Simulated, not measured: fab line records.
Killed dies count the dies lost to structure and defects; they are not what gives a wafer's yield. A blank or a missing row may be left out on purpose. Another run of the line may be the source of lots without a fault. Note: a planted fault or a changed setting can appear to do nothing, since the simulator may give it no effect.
Chamber matching | flow nand_harc | NHARC_A_CONTACT_ETCH_91 on rie_diel-03 has 4 sister chambers
The step etches the open film in CH3F/O2, target depth 40 nm, time 85.7 s. 16 wafers are shown with their chamber, then 8 later ones without.

== WAFERS, EACH WITH ITS CHAMBER ==
wafer  | chamber | drypump_motor_current_A (A) | showerhead_plenum_p_Torr (Torr) | rf_vpp_V (V)
L075.1 | 3       | 6.1                         | 2.65                            | 246.1
L075.2 | 1       | 5.8                         | 2.33                            | 242.3
L075.3 | 0       | 5.2                         | 2.36                            | 241.2
L078.1 | 2       | 5.0                         | 2.59                            | 246.3
L078.2 | 3       | 6.1                         | 2.65                            | 247.1
L078.5 | 0       | 5.2                         | 2.35                            | 243.9
L080.3 | 3       | 6.1                         | 2.65                            | 246.7
L080.5 | 0       | 5.2                         | 2.35                            | 242.2
L080.6 | 1       | 5.9                         | 2.32                            | 242.1
L081.1 | 0       | 5.2                         | 2.35                            | 244.6
L081.4 | 1       | 5.9                         | 2.32                            | 241.9
L081.6 | 3       | 6.1                         | 2.65                            | 246.4
L083.1 | 0       | 5.2                         | 2.35                            | 242.1
L083.2 | 2       | 5.0                         | 2.58                            | 245.8
L083.6 | 3       | 6.1                         | 2.64                            | 247.7
L084.1 | 1       | 5.9                         | 2.32                            | 241.7

SIGNATURES (averages over the wafers above)
reading                  | chamber 0 | chamber 1 | chamber 2 | chamber 3 | scatter within a chamber
drypump_motor_current_A  | 5.200     | 5.875     | 5.000     | 6.100     | 0.025
showerhead_plenum_p_Torr | 2.3520    | 2.3225    | 2.5850    | 2.6480    | 0.00487
rf_vpp_V                 | 242.800   | 242.000   | 246.050   | 246.800   | 0.901
Rule: for a wafer and a chamber, the distance is found by dividing, reading by reading, the gap between the wafer's reading and the chamber's mean by the reading's scatter, squaring, summing and taking the root. If the next closest chamber is less than 2 further off than the closest, the wafer can't be placed; otherwise it belongs to the closest. The scatter is the square root of a quotient: the sum, over the shown wafers, of each reading's squared deviation from its chamber's mean, divided by wafers minus chambers.

== WAFERS WITHOUT THEIR CHAMBER ==
wafer  | drypump_motor_current_A (A) | showerhead_plenum_p_Torr (Torr) | rf_vpp_V (V)
L084.2 | 5.2                         | 2.35                            | 242.1
L084.4 | 5.0                         | 2.58                            | 246.7
L089.1 | 6.1                         | 2.64                            | 249.2
L089.4 | 5.2                         | 2.34                            | 242.5
L089.5 | 5.2                         | 2.34                            | 242.7
L096.1 | 5.2                         | 2.33                            | 241.4
L096.3 | 5.0                         | 2.56                            | 245.4
L096.4 | 5.9                         | 2.30                            | 243.1

== EACH ONE'S CHAMBER ==
wafer  | from the rows above | in truth
L084.2 | 0                   | 0
L084.4 | 2                   | 2
L089.1 | 3                   | 3
L089.4 | 0                   | 0
L089.5 | 0                   | 0
L096.1 | 0                   | 0
L096.3 | 2                   | 2
L096.4 | 1                   | 1
Correct placement for 8 of the 8. From these rows, 0 cannot be placed. 0 placed wrongly.
